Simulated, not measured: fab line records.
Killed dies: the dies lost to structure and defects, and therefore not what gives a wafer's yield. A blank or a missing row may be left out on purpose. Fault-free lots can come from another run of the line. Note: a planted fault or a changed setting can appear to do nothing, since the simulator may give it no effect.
Code-filled problem report in 8D (eight disciplines) form :: flow n5-finfet :: the parts of the form that need people (team, actions taken, sign-off) are left out

1. PROBLEM STATEMENT
Wafers without a fault read 1500.0 rpm, standard deviation 1.1; spin-speed-rpm at N5_BEOL_M3_COAT_68 reads a mean of 1425.6 rpm on 6 wafers belonging to 2 lots. That puts it -68 standard deviations away from the usual mean.
The step: time 60 s, resist thk 12 nm.
The first sign was on wafer L545.2 at day 10 22:23, on litho-track-05. At this step, 27 wafers from 10 lots have a number in the record. The rule behind "out" and "out of limits": a value lying over 4 standard deviations away from the usual mean. The other wafers with a number count as sound.

2. WHAT IT IS, AND WHAT IT ISN'T
question: which readings at this step
is: spin-speed-rpm
is not: heater-power-total-W, resist-line-temp-C

question: which lots
is: L545, L547
is not: L530, L532, L533, L534, L536, L537, L538, L542

question: which wafers of those lots
is: all that have a number
is not: -

question: read on which tools
is: litho-track-05
is not: litho-track-02, litho-track-03

question: when
is: from day 10 22:23
is not: up to then (21 sound wafers)

3. THE SUSPECTS, EACH WITH WHAT RULES IT OUT
Counting: a tool at a process step up to the reading stays a suspect if it ran every lot that is out and no sound lot after the first of them.
- cvd-co-01 at N5_BEOL_M2_PRE_CLEAN_60 (time 15 s): kept. All lots that are out passed through it, beginning with L545 at day 10 20:41, and no sound lot followed; its final sound lot before that point was L537 at day 8 23:53.
- rie-diel-03 at N5_BEOL_M3_DESCUM_16 (chemistry O2, time 7 s): kept. All lots that are out passed through it, beginning with L545 at day 10 21:55, and no sound lot followed; its final sound lot before that point was L533 at day 8 08:06.
- litho-track-05 at N5_BEOL_M3_COAT_68 (time 60 s, resist thk 12 nm): kept. All lots that are out passed through it, beginning with L545 at day 10 22:23, and no sound lot followed; its final sound lot before that point was L542 at day 10 09:47. On those wafers its own readings are out: spin-speed-rpm.
Still standing after the count: cvd-co-01 at N5_BEOL_M2_PRE_CLEAN_60, rie-diel-03 at N5_BEOL_M3_DESCUM_16, litho-track-05 at N5_BEOL_M3_COAT_68.

4. THE CAUSE (what the simulator had put in)
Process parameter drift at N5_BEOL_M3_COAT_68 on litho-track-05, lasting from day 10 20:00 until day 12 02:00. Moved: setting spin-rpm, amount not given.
This tool is one of the 3 suspects left after counting.

5. SEQUENCE OF EFFECTS, ordered by route
Each row: a reading where the mean over the struck wafers with a number is more than 3 standard deviations away from the usual. Readings are gone through only where the record gives a usual standard deviation; hours: the median, over the lots, of the time from a lot's start at the first step in this table giving one to that lot's start at this step; sigmas: the change measured in usual standard deviations.
hours: 0
step: N5_BEOL_M3_COAT_68
reading: spin-speed-rpm
usual: 1500.0 rpm
on struck wafers: 1425.6
change: -74.4
sigmas: -68
Here are the process steps it includes:
- N5_BEOL_M3_COAT_68: time 60 s, resist thk 12 nm.
At these later measuring or inspecting steps, every struck wafer for which the step has a row has a number for every such reading, and none has moved that far: N5_BEOL_M4_RC_MEAS_101.

6. WHAT WOULD HAVE CAUGHT IT SOONER
In this record the first reading out of limits was taken at day 10 22:23, 2 hours after the fault began at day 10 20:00.
